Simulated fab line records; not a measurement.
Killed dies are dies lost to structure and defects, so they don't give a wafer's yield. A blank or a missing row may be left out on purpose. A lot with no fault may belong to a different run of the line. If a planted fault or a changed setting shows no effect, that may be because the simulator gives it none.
Chamber matching    flow n5-finfet    rie-diel-01 running N5_BEOL_M9_DESCUM_33: 4 sister chambers
The step chemistry O2, time 7 s. 18 wafers are shown with their chamber, then 9 later ones without.

WAFERS, EACH WITH ITS CHAMBER
wafer   chamber  oes-product-au (a.u.)  throttle-valve-pct (%)  showerhead-plenum-p-Torr (Torr)
L075.2  3        0.72                   20.49                   2.08
L075.4  2        0.75                   20.31                   1.99
L075.6  1        0.74                   20.58                   2.07
L077.1  1        0.73                   20.58                   2.07
L077.2  3        0.72                   20.47                   2.08
L077.6  1        0.73                   20.57                   2.07
L079.1  2        0.73                   20.34                   1.99
L079.2  1        0.72                   20.60                   2.07
L079.3  3        0.71                   20.53                   2.08
L080.1  1        0.72                   20.59                   2.07
L080.5  2        0.73                   20.34                   1.99
L080.6  3        0.71                   20.51                   2.08
L087.1  1        0.70                   20.62                   2.06
L087.2  2        0.73                   20.38                   1.98
L087.3  3        0.69                   20.53                   2.07
L090.2  3        0.70                   20.52                   2.07
L090.4  0        0.98                   20.05                   2.08
L090.6  3        0.69                   20.53                   2.07

SIGNATURES, as means of the wafers listed above
reading                   chamber 0  chamber 1  chamber 2  chamber 3  scatter within a chamber
oes-product-au            0.9800     0.7233     0.7350     0.7057     0.0125
throttle-valve-pct        20.0500    20.5900    20.3425    20.5114    0.0229
showerhead-plenum-p-Torr  2.0800     2.0683     1.9875     2.0757     0.00485
Rule: distance of a wafer from a chamber = root of the sum over the readings of ((wafer's reading minus chamber's mean) / reading's scatter) squared. If the next closest chamber is less than 2 further off than the closest, the wafer can't be placed; otherwise it belongs to the closest. The scatter: the root of (the sum of the squares of (reading less its chamber's mean) over the shown wafers, divided by (wafers less chambers)).

WAFERS WHOSE CHAMBER IS MISSING
wafer   oes-product-au (a.u.)  throttle-valve-pct (%)  showerhead-plenum-p-Torr (Torr)
L092.1  0.97                   20.07                   2.08
L092.2  0.72                   20.37                   1.98
L092.3  0.69                   20.55                   2.07
L093.1  0.70                   20.40                   1.98
L093.2  0.69                   20.56                   2.07
L093.3  0.93                   20.06                   2.08
L096.2  0.69                   20.56                   2.07
L096.3  0.71                   20.40                   1.98
L096.6  0.70                   20.39                   1.98

WHICH CHAMBER EACH WENT THROUGH
wafer   from the rows above      in truth
L092.1  0                        0
L092.2  2                        2
L092.3  can't be placed: 3 or 1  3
L093.1  2                        2
L093.2  can't be placed: 3 or 1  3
L093.3  0                        0
L096.2  can't be placed: 3 or 1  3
L096.3  2                        2
L096.6  2                        2
Correct placement for 6 of the 9. These rows do not allow placing 3 (true chamber among the candidates in 3). Number placed wrongly: 0.
